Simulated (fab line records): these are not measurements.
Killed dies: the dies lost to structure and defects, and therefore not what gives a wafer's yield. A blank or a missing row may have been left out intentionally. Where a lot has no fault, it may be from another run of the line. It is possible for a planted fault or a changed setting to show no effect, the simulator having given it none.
Struck lot and sound lot, side by side    flow n5-finfet    38 out of 1938 route steps
Sound: these wafers, L514.1, L514.2, L514.5. Struck: wafers L507.1, L507.5, L507.6. The cause comes at the end.
Order at every step that has rows: each side's tool, ch and its chambers, its first start. Under that, the readings that differ: sound wafers    struck wafers    difference of the means    sigmas: that difference in standard deviations of wafers without a fault.
alike: readings with means less than 2 such deviations apart, plus words and numbers identical on both sides. not compared: withheld readings, readings lacking a value on some wafer, bounds such as >300 that could conceal the same value, and numbers that have no deviation in the record and whose values overlap.
A row with sigmas, a row that says differs or no value, or rows on one side alone: a step with any of these is where the two part. Non-overlapping numbers with no deviation appear without sigmas and do not part them. Lack of a reading on every wafer of one side parts them only where that side has two or more wafers.

first, 11 steps without rows for these wafers: N5_BEOL_M8_CURE_75 (cures SiCOH lowk, time 120 s); N5_BEOL_M8_DEGAS_44 (time 60 s); N5_BEOL_M8_PRE_CLEAN_45 (time 30 s); N5_BEOL_M8_ALD_77 (deposits TaN, target thk 2 nm, pulse time 2 s, purge time 3 s); N5_BEOL_M8_SURFACE_TREAT_79; N5_BEOL_M8_CVD_78 (deposits Co from CCTBA/H2, target thk 2 nm, time 142.3 s); N5_BEOL_M8_SPUTTER_48 (material Cu, target thk 10 nm, time 1.667 s); N5_BEOL_M8_ECD_50 (material Cu, target thk 300 nm); N5_BEOL_M8_ANNEAL_51 (time 90 s); N5_BEOL_M8_CMP_52 (polishes, stops on SiCOH lowk, t overpolish 6.9 s, target thk 80 nm); N5_BEOL_M8_PRE_CLEAN_55 (time 15 s).
N5_BEOL_M8_DEP_56: deposits SiCN from 3MS/NH3, target thk 10 nm, time 17.5 s.
  sound on pecvd-04 ch 0,1, day 20 20:37; struck on pecvd-02 ch 1,2, day 19 12:09
  alike: showerhead-plenum-p-Torr, throttle-valve-pct
N5_BEOL_M8_INSPECT_58: inspects for defects (darkfield).
  struck on defect-inspect-02, day 19 12:16; sound on defect-inspect-02, day 20 20:43
reading           sound       struck       difference  sigmas
raw-defect-count  104 101 99  830 864 875  +755        +31
then, 12 steps without rows for these wafers: N5_BEOL_M9_ILD_DEP_00 (deposits SiCOH lowk from DEMS/porogen, target thk 308.51 nm, time 58 s); N5_BEOL_M9_CURE_71 (cures SiCOH lowk, time 240 s); N5_BEOL_M9_PECVD_70 (deposits SiO2 from TEOS/O2, target thk 20 nm, time 22.7 s); N5_BEOL_M9_HM_DEP_02 (deposits TiN, target thk 20 nm); N5_BEOL_M9_COAT_59 (time 60 s, resist thk 100 nm); N5_BEOL_M9_COAT_60 (time 60 s, resist thk 30 nm); N5_BEOL_M9_COAT_05 (resist thk 90 nm); N5_BEOL_M9_EBR_07; N5_BEOL_M9_SOFTBAKE_06 (time 60 s); N5_BEOL_M9_EXPOSE_08 (exposes mask M9); N5_BEOL_M9_PEB_09 (peb time 60 s); N5_BEOL_M9_DEVELOP_10 (develop time 30 s).
N5_BEOL_M9_INSPECT_13: inspects for defects (brightfield).
  struck on defect-inspect-02, day 19 17:11; sound on defect-inspect-01, day 20 23:23
reading           sound        struck          difference  sigmas
raw-defect-count  542 488 508  1258 1252 1169  +714        +7
then, 10 steps without rows for these wafers: N5_BEOL_M9_DESCUM_16 (chemistry O2, time 7.9 s); N5_BEOL_M9_ETCH_61 (etches SiARC in CF4, target depth 39 nm, time 65 s); N5_BEOL_M9_ETCH_62 (etches SOC in N2/H2, target depth 110 nm, overetch 22 nm, time 165 s); N5_BEOL_M9_STRIP_68 (strips in N2/H2); N5_BEOL_M9_STRIP_67 (strips in CF4); N5_BEOL_M9_HM_OPEN_17 (chemistry Cl2/BCl3, target TiN, target depth 20 nm, overetch 6 nm); N5_BEOL_M9_STRIP_19 (strips in O2); N5_BEOL_M9_COAT_63 (time 60 s, resist thk 60 nm); N5_BEOL_M9_COAT_64 (time 60 s, resist thk 12 nm); N5_BEOL_M9_COAT_75 (time 60 s, resist thk 5 nm).
N5_BEOL_M9_INSPECT_30: inspects for defects (brightfield).
  struck on defect-inspect-01, day 19 18:34; sound on defect-inspect-01, day 21 01:10
reading           sound        struck          difference  sigmas
raw-defect-count  544 520 505  1308 1360 1274  +791        +8
-- here the record skips 3 days between the struck wafers' starts before and after, leaving off in module BEOL_M9 and picking up in module PASSIVATION (first step shown: number 1936 of the route) --
N5_PASSIVATION_PROBE_49:
  record: rows for the struck wafers here (prober-02, day 22 13:52), none for the sound ones

== WHERE THEY PART ==
Earliest at N5_BEOL_M8_INSPECT_58; latest, in this record, at N5_PASSIVATION_PROBE_49.

WHY: whatever the simulator had introduced
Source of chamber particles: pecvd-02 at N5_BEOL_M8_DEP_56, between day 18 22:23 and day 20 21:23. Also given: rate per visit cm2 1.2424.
